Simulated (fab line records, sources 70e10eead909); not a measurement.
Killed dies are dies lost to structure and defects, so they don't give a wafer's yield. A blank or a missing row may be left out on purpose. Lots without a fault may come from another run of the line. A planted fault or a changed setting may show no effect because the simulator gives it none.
fab line records | flow nand_harc
record lots=12 wafers=36 last_day=33
route steps=1302 shown A_STAIRCASE@705 END@1302
lots that met no fault: from a run of the same line without faults
start_h: hours from the record's first day to the start of the lot's first wafer shown | wait_h: hours since the lot's step before | " the same as in the row above | L1.1+2: a row that stands for several wafers | - no value, or no start given | * or withheld: withheld | < > ~ a bound
route shown NAME@n: a module of which the file shows steps, and the number in the route of the first | usual: mean/standard deviation of fault-free wafers | same: alike in all rows | chamber/n: place in a boat | sites: the reading at each site | _std_site: their standard deviation | _edge_site: outer sites' mean less inner sites' | radius_mm: how far each site lies from the wafer's centre | mask NAME#n: copy n | behind: the tool/chamber that last shaped the wafer | hold: why the lot was held/for how many hours/how that ended | device: the transistor (n, p or np) that didn't switch | end of line: the same wafers' tests at the end of the route | a step without rows: its recipe alone | killed: dies lost to structure and defects at the first sort, not the wafer's yield | map: a wafer's dies, x killed, . not, _ none there
set.NAME: the setting as run; set.NAME@STEP: as run at that earlier step | model.NAME: the simulator's own value behind a step, which no gauge read
steps of the route over a sample of lots; a table a step, a row a wafer
services: from which hour (start_h, from the record's first day; less than 0 if before it) a tool's chamber was out of use, for how many hours, and why
## steps
# step NHARC_A_STAIRCASE_TRIM_191
# recipe time_s=211.2 o2_flow_sccm=500 ar_flow_sccm=0 bias_w=0 chemistry=O2
# usual drypump_motor_current_A=5.8/0.51 oes_product_au=0.999/0.011 rf_vpp_V=58.0/0.86 showerhead_plenum_p_Torr=3.57/0.16 throttle_valve_pct=17.036/0.0096
# columns lot.wafer tool chamber start_h wait_h drypump_motor_current_A oes_product_au rf_hours_counter_h rf_vpp_V showerhead_plenum_p_Torr throttle_valve_pct
L159.4 rie_diel-04 3 - - 6.4 1.005 1 58.1 3.44 17.066
L159.1 " 0 " " 6.1 0.988 8 58.8 3.65 17.022
L159.6 " 2 " " 6.0 1.017 - 57.6 3.81 17.031
L160.3 rie_diel-04 3 - - 6.4 1.007 2 57.7 3.44 17.044
L160.2 " 0 " " 6.1 0.988 8 57.2 3.65 17.023
L160.4 " 1 " " 4.8 1.001 8 59.6 3.71 17.036
L162.2 rie_diel-13 3 - - 6.6 0.996 24 56.7 3.32 17.034
L162.6 " 1 " " 5.5 1.002 - 58.0 3.79 17.043
L162.5 " 2 " " 5.9 1.008 - 57.5 3.54 17.022
L164.1 rie_diel-13 3 - - 6.6 0.992 33 57.5 3.31 17.025
L164.6 " 1 " " 5.5 0.991 - 59.3 3.79 17.040
L164.4 " 3 " " 6.6 0.991 - 58.8 3.31 17.033
L165.4 rie_diel-13 0 - - 5.9 0.997 41 57.8 3.40 17.035
L165.2 " 1 " " 5.5 0.995 40 57.0 3.79 17.026
L165.3 " 2 " " 5.9 1.010 37 57.6 3.53 17.042
L166.1 rie_diel-08 1 - - 5.9 1.012 25 58.0 3.48 17.021
L166.3 " 3 " " 5.5 0.999 28 56.2 3.38 17.038
L166.5 " 1 " " 5.9 1.009 - 58.7 3.48 17.041
L170.2 rie_diel-04 0 - - 6.1 0.996 42 58.2 3.63 17.042
L170.4 " 2 " " 6.0 1.022 34 58.4 3.79 17.024
L170.6 " 0 " " 6.1 0.991 - 58.4 3.63 17.036
L171.3 rie_diel-13 2 - - 5.9 1.017 51 58.7 3.52 17.027
L171.2 " 3 " " 6.6 1.016 57 55.8 3.30 17.033
L171.6 " 1 " " 5.5 0.998 - 59.4 3.78 17.040
L172.4 rie_diel-08 3 - - 5.5 0.992 49 58.0 3.37 17.022
L172.1 " 0 " " 5.6 1.004 43 57.9 3.54 17.035
L172.5 " 1 " " 5.9 1.013 - 58.8 3.47 17.043
L173.4 rie_diel-08 1 - - 5.9 0.989 44 58.8 3.47 17.040
L173.3 " 2 " " 5.4 0.988 38 58.8 3.51 17.045
L173.2 " 0 " " 5.5 0.989 43 58.4 3.54 17.047
L174.4 rie_diel-04 2 - - 6.0 1.012 7 57.5 3.78 17.050
L174.6 " 0 " " 6.1 0.977 - 57.7 3.62 17.031
L174.5 " 1 " " 4.8 1.000 - 57.6 3.68 17.034
L179.2 rie_diel-13 1 - - 5.6 0.992 24 58.1 3.76 17.043
L179.4 " 3 " " 6.6 0.983 - 57.3 3.28 17.041
L179.5 " 1 " " 5.5 1.000 - 59.3 3.76 17.044
# step NHARC_A_STAIRCASE_ETCH_192
# recipe target_depth_a=1000 time_s=40.5 ion_energy_ev=400 c4f8_flow_sccm=20 o2_flow_sccm=10 ar_flow_sccm=withheld rf_w=600 bias_w=1000 chemistry=C4F8/O2
# usual bias_w=999/3.2 chamber_pressure_mTorr=24.998/0.023 oes_product_au=0.942/0.012 rf_vpp_V=897/5.8
# columns lot.wafer tool chamber start_h wait_h bias_w chamber_pressure_mTorr oes_product_au rf_hours_counter_h rf_vpp_V
L159.1 rie_diel-04 3 - - 995 24.981 0.934 2 893
L159.4 " 1 " " 1001 25.001 0.931 8 903
L159.6 " 0 " " 996 24.978 0.936 - 901
L160.2 rie_diel-04 0 - - 1002 25.014 0.924 8 901
L160.3 " 1 " " 1005 24.995 0.932 8 903
L160.4 " 2 " " 1006 24.975 0.964 6 905
L162.2 rie_diel-13 3 - - 1000 24.996 0.935 24 889
L162.6 " 1 " " 1003 25.005 0.945 - 905
L162.5 " 2 " " 1001 24.984 0.949 - 898
L164.1 rie_diel-13 3 - - 998 24.987 0.944 34 888
L164.6 " 0 " " 1000 25.000 0.935 - 889
L164.4 " 3 " " 996 25.030 0.931 - 888
L165.2 rie_diel-13 1 - - 1001 25.003 0.942 40 905
L165.4 " 2 " " 995 25.029 0.956 37 896
L165.3 " 0 " " 1000 24.990 0.939 41 892
L166.1 rie_diel-08 3 - - 1002 24.996 0.948 28 891
L166.3 " 1 " " 1001 24.993 0.948 25 894
L166.5 " 3 " " 1004 25.037 0.948 - 892
L170.4 rie_diel-04 1 - - 1000 25.025 0.923 37 902
L170.2 " 0 " " 1000 24.977 0.931 42 899
L170.6 " 2 " " 997 24.970 0.948 - 905
L171.2 rie_diel-13 3 - - 997 24.979 0.948 57 888
L171.3 " 0 " " 1002 25.013 0.931 54 892
L171.6 " 2 " " 1001 24.992 0.953 - 895
L172.4 rie_diel-08 1 - - 1000 25.042 0.946 44 893
L172.1 " 2 " " 997 25.002 0.947 38 897
L172.5 " 2 " " 995 25.009 0.934 - 895
L173.2 rie_diel-08 3 - - 993 24.993 0.944 49 890
L173.3 " 0 " " 999 25.001 0.934 43 896
L173.4 " 1 " " 1006 25.016 0.949 44 895
L174.4 rie_diel-04 2 - - 999 25.021 0.973 7 905
L174.5 " 2 " " 999 25.031 0.971 - 906
L174.6 " 3 " " 1000 25.008 0.941 - 892
L179.2 rie_diel-13 2 - - 996 24.995 0.963 26 895
L179.5 " 1 " " 999 24.965 0.933 - 906
L179.4 " 2 " " 997 25.005 0.960 - 897
# step NHARC_A_STAIRCASE_ETCH_194
# recipe target_depth_a=1000 time_s=40.5 ion_energy_ev=400 c4f8_flow_sccm=20 o2_flow_sccm=10 ar_flow_sccm=withheld rf_w=600 bias_w=1000 chemistry=C4F8/O2
# usual bias_w=999.4/2.8 chamber_pressure_mTorr=25.000/0.021 oes_product_au=0.942/0.013 rf_vpp_V=897/5.9
# columns lot.wafer tool chamber start_h wait_h bias_w chamber_pressure_mTorr oes_product_au rf_hours_counter_h rf_vpp_V
L159.1 rie_diel-04 2 393.27 - 999.0 25.005 0.954 6 906
L159.4 " 3 " " 997.9 24.970 0.953 2 893
L159.6 " 2 " " 997.1 25.015 0.958 - 906
L160.4 rie_diel-04 3 394.11 - 1000.8 25.014 0.946 2 893
L160.2 " 0 " " 997.8 25.039 0.919 9 900
L160.3 " 2 " " 1002.2 24.975 0.952 6 905
L162.2 rie_diel-13 2 418.57 - 996.3 25.032 0.964 24 896
L162.5 " 0 " " 999.5 24.963 0.937 - 891
L162.6 " 1 " " 1000.0 24.951 0.961 - 905
L164.1 rie_diel-13 3 441.11 - 995.2 25.020 0.934 34 888
L164.6 " 1 " " 1002.6 25.026 0.934 - 905
L164.4 " 3 " " 993.9 25.005 0.928 - 890
L165.3 rie_diel-13 3 467.13 - 990.4 25.016 0.945 42 889
L165.4 " 0 " " 996.5 25.006 0.939 41 891
L165.2 " 2 " " 1000.2 24.992 0.961 37 895
L166.3 rie_diel-08 3 474.49 - 996.9 25.011 0.933 32 891
L166.1 " 0 " " 998.8 24.999 0.939 27 896
L166.5 " 0 " " 1000.4 25.025 0.948 - 896
L170.2 rie_diel-04 3 501.44 - 1002.3 25.004 0.936 35 892
L170.4 " 1 " " 1000.6 25.018 0.925 37 901
L170.6 " 3 " " 1000.4 24.970 0.931 - 893
L171.2 rie_diel-13 2 511.57 - - - - - -
L171.3 " 3 " " - - - - -
L171.6 " 3 " " - - - - -
L172.4 rie_diel-08 3 520.54 - - - - - -
L172.1 " 2 " " - - - - -
L172.5 " 0 " " - - - - -
L173.2 rie_diel-08 3 520.72 - - - - - -
L173.4 " 0 " " - - - - -
L173.3 " 2 " " - - - - -
L174.4 rie_diel-04 1 553.99 - 1002.9 25.023 0.936 7 901
L174.5 " 2 " " 1000.0 24.950 0.975 - 906
L174.6 " 3 " " 996.7 24.999 0.939 - 892
L179.2 rie_diel-13 3 592.13 - 1002.9 25.023 0.934 25 886
L179.5 " 1 " " 1001.3 25.042 0.931 - 904
L179.4 " 2 " " 999.2 24.976 0.961 - 894
# step NHARC_A_STAIRCASE_ETCH_201
# recipe target_depth_a=1000 time_s=40.5 ion_energy_ev=400 c4f8_flow_sccm=20 o2_flow_sccm=10 ar_flow_sccm=withheld rf_w=600 bias_w=1000 chemistry=C4F8/O2
# usual bias_w=999.9/2.8 chamber_pressure_mTorr=25.002/0.023 oes_product_au=0.944/0.013 rf_vpp_V=897/5.3
# columns lot.wafer tool chamber start_h wait_h bias_w chamber_pressure_mTorr oes_product_au rf_hours_counter_h rf_vpp_V
L159.1 rie_diel-04 3 - - 1001.8 25.018 0.949 2 892
L159.4 " 0 " " 1002.1 25.025 0.920 9 901
L159.6 " 3 " " 1000.7 25.005 0.949 - 892
L160.4 rie_diel-08 1 - - 997.2 25.006 0.973 3 894
L160.3 " 2 " " 995.4 25.023 0.960 3 896
L160.2 " 3 " " 998.7 24.996 0.944 4 893
L162.2 rie_diel-04 3 - - 997.8 25.020 0.956 9 892
L162.5 " 0 " " 1003.4 25.013 0.935 - 900
L162.6 " 1 " " 1002.2 24.973 0.956 - 902
L164.1 rie_diel-04 0 - - 991.8 24.983 0.932 21 899
L164.4 " 2 " " 1000.0 25.019 0.949 18 907
L164.6 " 0 " " 997.0 24.996 0.923 - 900
L165.2 rie_diel-13 1 - - 997.3 25.001 0.942 41 906
L165.4 " 2 " " 999.7 24.993 0.966 37 896
L165.3 " 3 " " 1003.7 24.971 0.940 43 887
L166.3 rie_diel-08 3 - - 998.7 25.038 0.943 32 890
L166.1 " 0 " " 999.6 25.001 0.948 27 896
L166.5 " 0 " " 1002.1 25.023 0.961 - 897
L170.2 rie_diel-04 3 - - 999.4 25.022 0.946 35 891
L170.4 " 1 " " 1004.5 25.001 0.937 38 901
L170.6 " 0 " " 1004.1 24.966 0.930 - 900
L171.2 rie_diel-13 2 - - 1000.1 24.980 0.953 52 897
L171.3 " 3 " " 998.2 25.010 0.941 57 887
L171.6 " 0 " " 995.9 25.030 0.940 - 892
L172.1 rie_diel-04 2 - - 1005.2 25.052 0.936 39 906
L172.4 " 3 " " 1001.5 25.045 0.933 41 892
L172.5 " 3 " " 999.3 24.981 0.929 - 893
L173.4 rie_diel-08 3 - - 1000.4 24.998 0.934 49 892
L173.2 " 1 " " 995.3 25.008 0.949 45 893
L173.3 " 2 " " 1004.5 24.969 0.947 39 894
L174.4 rie_diel-04 1 - - 1002.1 24.957 0.943 7 899
L174.5 " 3 " " 998.5 25.075 0.936 - 891
L174.6 " 0 " " 1000.9 24.987 0.917 - 899
L179.4 rie_diel-04 1 - - 1006.0 24.993 0.948 18 901
L179.2 " 2 " " 1002.0 25.010 0.941 21 904
L179.5 " 1 " " 997.9 24.984 0.943 - 902
# step NHARC_END_SORT_01
# recipe temp_c=25
# usual killed_at_array=55/20 killed_at_other=1.2/1.3 killed_at_periphery=4.0/3 killed_dies=60/21 killed_open=3.2/1.9 killed_short=2.5/1.6
# same gross_dies=677
# columns lot.wafer tool chamber start_h wait_h killed_at_array killed_at_other killed_at_periphery killed_dies killed_open killed_short
L171.2 prober-02 0 715.50 2.8 672 1 4 677 3 6
L171.3 prober-02 0 716.32 3.2 667 3 7 677 3 2
L171.6 prober-02 0 718.77 4.1 669 4 4 677 2 2
L172.1 prober-01 0 723.70 2.5 674 1 2 677 1 4
L172.4 prober-01 0 726.09 3.4 674 1 2 677 6 1
L172.5 prober-01 0 726.88 3.7 671 2 4 677 5 5
L173.2 prober-02 0 724.54 2.8 674 1 2 677 6 0
L173.3 prober-02 0 725.34 3.1 672 0 5 677 2 2
L173.4 prober-02 0 726.14 3.4 672 1 4 677 3 3
# killed by level:class
L171.2 A_STAIRCASE:area_etch=625 A_CHANNEL_HOLE_D1:chamber_film_flake=28 A_STAIRCASE:chamber_film_flake=3 A_SLIT:chamber_film_flake=3 A_SGD_CUT:chamber_film_flake=3 P_M1:geometric_particle:short=1 A_SOURCE_PLATE:geometric_particle:short=1 A_CHANNEL_FILL_D1:geometric_particle:open=1
L171.3 A_STAIRCASE:area_etch=613 A_CHANNEL_HOLE_D1:chamber_film_flake=32 A_STAIRCASE:chamber_film_flake=8 A_SLIT:chamber_film_flake=7 THIN_TSV:chamber_film_flake=3 P_CONTACT:geometric_particle:open=2 P_BONDPAD:chamber_film_flake=2 A_CHANNEL_FILL_D2:chamber_film_flake=2
L171.6 A_STAIRCASE:area_etch=614 A_CHANNEL_HOLE_D1:chamber_film_flake=35 A_SLIT:chamber_film_flake=6 A_STAIRCASE:chamber_film_flake=5 THIN_TSV:chamber_film_flake=4 A_CHANNEL_FILL_D1:chamber_film_flake=3 P_M0:chamber_film_flake=2 P_M2:geometric_particle:short=1
L172.1 A_STAIRCASE:area_etch=622 A_CHANNEL_HOLE_D2:chamber_film_flake=18 A_CHANNEL_HOLE_D1:chamber_film_flake=12 A_CONTACT:chamber_film_flake=5 A_WL_FILL:chamber_film_flake=4 A_SLIT:chamber_film_flake=3 A_DECK1_JOINT:chamber_film_flake=2 A_CHANNEL_HOLE_D1:geometric_particle:short=1
L173.2 A_STAIRCASE:area_etch=593 A_SLIT:chamber_film_flake=34 A_CHANNEL_HOLE_D1:chamber_film_flake=27 A_CONTACT:chamber_film_flake=5 A_WL_FILL:chamber_film_flake=4 A_STAIRCASE:chamber_film_flake=3 A_M1:geometric_particle:open=2 A_M0:chamber_film_flake=2
L173.3 A_STAIRCASE:area_etch=600 A_CHANNEL_HOLE_D1:chamber_film_flake=32 A_SLIT:chamber_film_flake=25 A_STAIRCASE:chamber_film_flake=5 A_CONTACT:chamber_film_flake=3 A_CONTACT:geometric_particle:open=2 P_STI:chamber_film_flake=2 P_GATE:chamber_film_flake=2
L172.4 A_STAIRCASE:area_etch=633 A_CHANNEL_HOLE_D2:chamber_film_flake=20 A_CHANNEL_HOLE_D1:chamber_film_flake=5 A_ZERO_WELL:chamber_film_flake=3 A_STAIRCASE:chamber_film_flake=2 A_SLIT:chamber_film_flake=2 A_WL_FILL:chamber_film_flake=2 P_M1:geometric_particle:open=1
L173.4 A_STAIRCASE:area_etch=585 A_CHANNEL_HOLE_D1:chamber_film_flake=32 A_SLIT:chamber_film_flake=31 A_CONTACT:chamber_film_flake=6 A_CHANNEL_FILL_D2:chamber_film_flake=4 A_STAIRCASE:chamber_film_flake=4 P_GATE:chamber_film_flake=2 P_CONTACT:chamber_film_flake=2
L172.5 A_STAIRCASE:area_etch=622 A_CHANNEL_HOLE_D2:chamber_film_flake=15 A_CHANNEL_HOLE_D1:chamber_film_flake=6 A_STAIRCASE:chamber_film_flake=6 A_SLIT:chamber_film_flake=4 A_WL_FILL:chamber_film_flake=3 A_CHANNEL_FILL_D1:geometric_particle:short=2 A_DECK1_JOINT:geometric_particle:open=2
## services
# columns tool chamber start_h hours kind
rie_diel-04 2 372.79 4.0 repair
rie_diel-04 3 380.24 6.1 repair
rie_diel-04 0 389.95 - clean
rie_diel-04 1 389.95 - clean
rie_diel-04 2 389.95 - clean
rie_diel-04 3 389.95 - clean
rie_diel-04 1 398.20 6.0 repair
rie_diel-04 0 414.46 - clean
rie_diel-04 1 414.46 - clean
rie_diel-04 2 414.46 - clean
rie_diel-04 3 414.46 - clean
rie_diel-04 0 439.38 - clean
rie_diel-04 1 439.38 - clean
rie_diel-04 2 439.38 - clean
rie_diel-04 3 439.38 - clean
rie_diel-04 0 463.96 - clean
rie_diel-04 1 463.96 - clean
rie_diel-04 2 463.96 - clean
rie_diel-08 2 464.98 26.5 repair
rie_diel-13 1 502.11 6.3 repair
rie_diel-13 3 503.17 2.0 repair
rie_diel-13 - 519.06 9.0 pm
rie_diel-04 - 533.45 9.0 pm
rie_diel-13 0 590.19 16.5 repair
## key
first_sign step=NHARC_A_STAIRCASE_ETCH_194 reading=tool_record direction=missing
effect step=NHARC_END_SORT_01 reading=killed_at_array direction=up sigmas=30 usual=55 struck=672
more_kills_born_at NHARC_A_STAIRCASE_ETCH_194@rie_diel-08=3652 NHARC_A_STAIRCASE_ETCH_194@rie_diel-13=1853
met_at NHARC_A_STAIRCASE_ETCH_194
struck_lots L171,L172,L173
later_rows_left_out L171.2,L171.3,L171.6,L172.1,L172.4,L172.5,L173.2,L173.3,L173.4
tester_left_out L171,L172,L173
not_acting_at NHARC_A_STAIRCASE_TRIM_191,NHARC_A_STAIRCASE_ETCH_192,NHARC_A_STAIRCASE_ETCH_201
onset_between 474.49 511.57
fault kind=skipped_step_whole tool=rie_diel-08,rie_diel-13 chamber=- onset_h=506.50 steps=NHARC_A_STAIRCASE_ETCH_194 scope=struck_lots_only
# tester_left_out: of these lots the tester's yield and bins aren't shown, on N5 and GAA mostly nor the transistor test; their killed dies are dies lost to structure and defects alone, not to doping, threshold or leakage, so they don't give the yield
# later_rows_left_out: the simulator's readings of these wafers behind a module that went badly wrong aren't trusted and aren't shown, but for the sort
